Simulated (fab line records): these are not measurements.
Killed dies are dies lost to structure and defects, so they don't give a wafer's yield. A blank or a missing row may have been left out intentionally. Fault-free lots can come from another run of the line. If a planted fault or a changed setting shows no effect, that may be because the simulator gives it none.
Matching of chambers | flow n5_finfet | N5_BEOL_M9_CMP_52 on cmp-02: 4 sister chambers
The step polishes, stops on SiCOH lowk, t overpolish 7 s, target thk 140 nm. 4 wafers are shown with their chamber, then 9 later ones without.

WAFERS, EACH WITH ITS CHAMBER
wafer  | chamber | motor_current_A (A)
L092.1 | 1       | 7.2
L091.1 | 3       | 5.9
L091.2 | 0       | 6.2
L091.4 | 2       | 6.1

WAFERS MISSING THEIR CHAMBER
wafer  | motor_current_A (A)
L096.3 | 7.2
L096.5 | 6.4
L096.6 | 6.3
L095.2 | 7.3
L095.5 | 6.4
L095.6 | 6.0
L097.2 | 7.1
L097.3 | 6.4
L097.5 | 7.6

WHICH CHAMBER EACH ONE RAN IN
wafer  | from the rows above          | in truth
L096.3 | 1                            | 1
L096.5 | can't be placed: 0 or 2 or 3 | 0
L096.6 | can't be placed: 0 or 2 or 3 | 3
L095.2 | 1                            | 1
L095.5 | can't be placed: 0 or 2 or 3 | 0
L095.6 | can't be placed: 2 or 3 or 0 | 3
L097.2 | 1                            | 1
L097.3 | can't be placed: 0 or 2 or 3 | 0
L097.5 | 1                            | 1
4 of 9 placed correctly. These rows do not allow placing 5 (true chamber among the candidates in 5). 0 placed wrongly.
How it was worked out, from the rows above alone: a wafer's distance from a chamber is the root of the sum, over the readings, of the square of ((its reading less the chamber's mean) divided by the reading's scatter). If the next closest chamber is less than 2 further off than the closest, the wafer can't be placed; otherwise it belongs to the closest. A chamber's mean is the mean of its shown wafers. The scatter: root of mean squared gap, hidden wafer to nearest shown wafer, with one shown wafer a chamber.
